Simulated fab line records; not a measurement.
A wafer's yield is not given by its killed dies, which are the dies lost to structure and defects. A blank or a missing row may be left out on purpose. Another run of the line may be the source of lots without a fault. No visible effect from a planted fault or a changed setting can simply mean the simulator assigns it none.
Struck lot and sound lot, side by side	flow n5 finfet	14 out of 1938 route steps
Sound: wafers L874.2, L874.3, L874.6. Struck: wafers L867.2, L867.3, L867.4. The cause comes at the end.
Each step with rows lists, per side, the tool, then ch with its chambers, then its first start. Under that, the readings that differ: sound wafers	struck wafers	difference of the means	sigmas: that difference in standard deviations of wafers without a fault.
alike: a reading whose means differ by less than 2 such deviations, as well as words and numbers matching on both sides. not compared: withheld readings; readings where some wafer has no value; bounds like >300 that might hide an equal value; numbers whose values overlap and for which the record gives no deviation.
The two part at a step that has a row with sigmas, a row that says differs or no value, or rows on one side only. Numbers that don't overlap but have no deviation are shown without sigmas and don't part them. Lack of a reading on every wafer of one side parts them only where that side has two or more wafers.

first, 1 step without rows for these wafers: N5_DUMMY_GATE_SRD_47 (dry time 32 s).
N5_DUMMY_GATE_CMP_04: polishes a-Si.
  sound on cmp-04 ch 0,1,2, day 8 10:44; struck on cmp-03 ch 0,1,3, day 6 11:06
  alike: motor current A, time to endpoint s
N5_DUMMY_GATE_THK_MEAS_05:
  sound on film metro-01 at day 8 10:59; struck on film metro-01 at day 6 11:20
  alike: thk nm
then, 9 steps without rows for these wafers: N5_DUMMY_GATE_HM_DEP_06 (deposits SiNx from DCS/NH3, target thk 80 nm, time 5141 s); N5_DUMMY_GATE_PECVD_30 (deposits SiO2 from TEOS/O2, target thk 55 nm, time 10.8 s); N5_DUMMY_GATE_COAT_34 (time 60 s, resist thk 60 nm); N5_DUMMY_GATE_COAT_35 (time 60 s, resist thk 10 nm); N5_DUMMY_GATE_COAT_28 (time 60 s, resist thk 10 nm); N5_DUMMY_GATE_COAT_09 (resist thk 30 nm); N5_DUMMY_GATE_EBR_11; N5_DUMMY_GATE_SOFTBAKE_10 (time 60 s); N5_DUMMY_GATE_EXPOSE_12 (exposes mask GATE, target cd 25 nm).
N5_DUMMY_GATE_PEB_13: peb time 60 s.
  struck on litho track-02, day 6 17:31; sound on litho track-01 ch 0, day 8 17:17
  no value came back on the struck wafers for chill plate temp C (C), exhaust pa (Pa); on the sound wafers chill plate temp C (C) reads 22.98 22.92 23.05
then, 1 step without rows for these wafers: N5_DUMMY_GATE_DEVELOP_14 (develop time 30 s).

WHERE THEY PART
Within this record, at N5_DUMMY_GATE_PEB_13 only.

WHY: what the simulator had put in
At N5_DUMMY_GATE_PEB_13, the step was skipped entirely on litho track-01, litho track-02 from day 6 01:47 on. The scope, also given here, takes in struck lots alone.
